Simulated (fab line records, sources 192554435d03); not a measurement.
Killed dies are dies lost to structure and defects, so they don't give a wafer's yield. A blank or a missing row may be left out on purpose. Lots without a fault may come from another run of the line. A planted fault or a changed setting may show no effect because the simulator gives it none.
Chamber matching | flow n5_finfet | N5_BEOL_M5_PRE_CLEAN_77 on cvd_co-01: 3 sister chambers
The step time 15 s. 33 wafers are shown with their chamber, then 12 later ones without.

WAFERS WITH THEIR CHAMBER
wafer  | chamber | heater_power_w (W) | rf_fwd_power_W (W)
L074.3 | 1       | 102                | 297.6
L074.4 | 1       | 100                | 298.0
L074.6 | 2       | 85                 | 297.2
L077.3 | 2       | 85                 | 296.7
L077.5 | 0       | 64                 | 296.5
L077.6 | 2       | 87                 | 297.6
L085.1 | 1       | 102                | 296.7
L085.2 | 2       | 89                 | 296.0
L085.3 | 0       | 64                 | 298.5
L086.3 | 1       | 102                | 296.0
L086.4 | 0       | 63                 | 297.7
L086.5 | 0       | 63                 | 296.7
L084.2 | 1       | 100                | 294.6
L084.4 | 1       | 105                | 295.4
L084.5 | 2       | 87                 | 296.7
L087.1 | 2       | 89                 | 297.0
L087.2 | 1       | 100                | 296.2
L087.3 | 0       | 64                 | 296.6
L087.4 | 2       | 87                 | 298.0
L087.5 | 1       | 102                | 296.3
L087.6 | 0       | 62                 | 297.4
L090.2 | 1       | 100                | 295.1
L090.4 | 1       | 102                | 295.5
L090.5 | 1       | 103                | 295.9
L093.1 | 1       | 102                | 295.7
L093.5 | 2       | 90                 | 297.0
L093.6 | 0       | 63                 | 298.0
L094.2 | 2       | 89                 | 296.3
L094.3 | 0       | 65                 | 297.3
L094.4 | 1       | 103                | 296.1
L092.1 | 1       | 102                | 297.7
L092.4 | 0       | 63                 | 297.6
L092.6 | 2       | 87                 | 297.0

SIGNATURES (means of the wafers above)
reading        | chamber 0 | chamber 1 | chamber 2 | scatter within a chamber
heater_power_w | 63.44     | 101.79    | 87.50     | 1.4
rf_fwd_power_W | 297.367   | 296.200   | 296.950   | 0.81
Rule: a wafer's distance from a chamber is the root of the sum, over the readings, of the square of ((its reading less the chamber's mean) divided by the reading's scatter). The wafer belongs to the nearest chamber; if the next one is less than 2 further off, it can't be placed. The scatter: the root of (the sum of the squares of (reading less its chamber's mean) over the shown wafers, divided by (wafers less chambers)).

WAFERS WITHOUT THEIR CHAMBER
wafer  | heater_power_w (W) | rf_fwd_power_W (W)
L096.1 | 66                 | 297.4
L096.2 | 89                 | 296.6
L096.3 | 100                | 296.1
L096.4 | 101                | 296.5
L096.5 | 65                 | 297.7
L096.6 | 86                 | 295.9
L097.1 | 100                | 296.4
L097.2 | 63                 | 296.4
L097.4 | 102                | 296.3
L095.2 | 64                 | 296.8
L095.3 | 105                | 297.4
L095.5 | 64                 | 297.8

WHICH CHAMBER EACH WENT THROUGH
wafer  | from the rows above | in truth
L096.1 | 0                   | 0
L096.2 | 2                   | 2
L096.3 | 1                   | 1
L096.4 | 1                   | 1
L096.5 | 0                   | 0
L096.6 | 2                   | 2
L097.1 | 1                   | 1
L097.2 | 0                   | 0
L097.4 | 1                   | 1
L095.2 | 0                   | 0
L095.3 | 1                   | 1
L095.5 | 0                   | 0
Placed correctly: 12 of 12. Can't be placed from these rows: 0. Placed wrongly: 0.
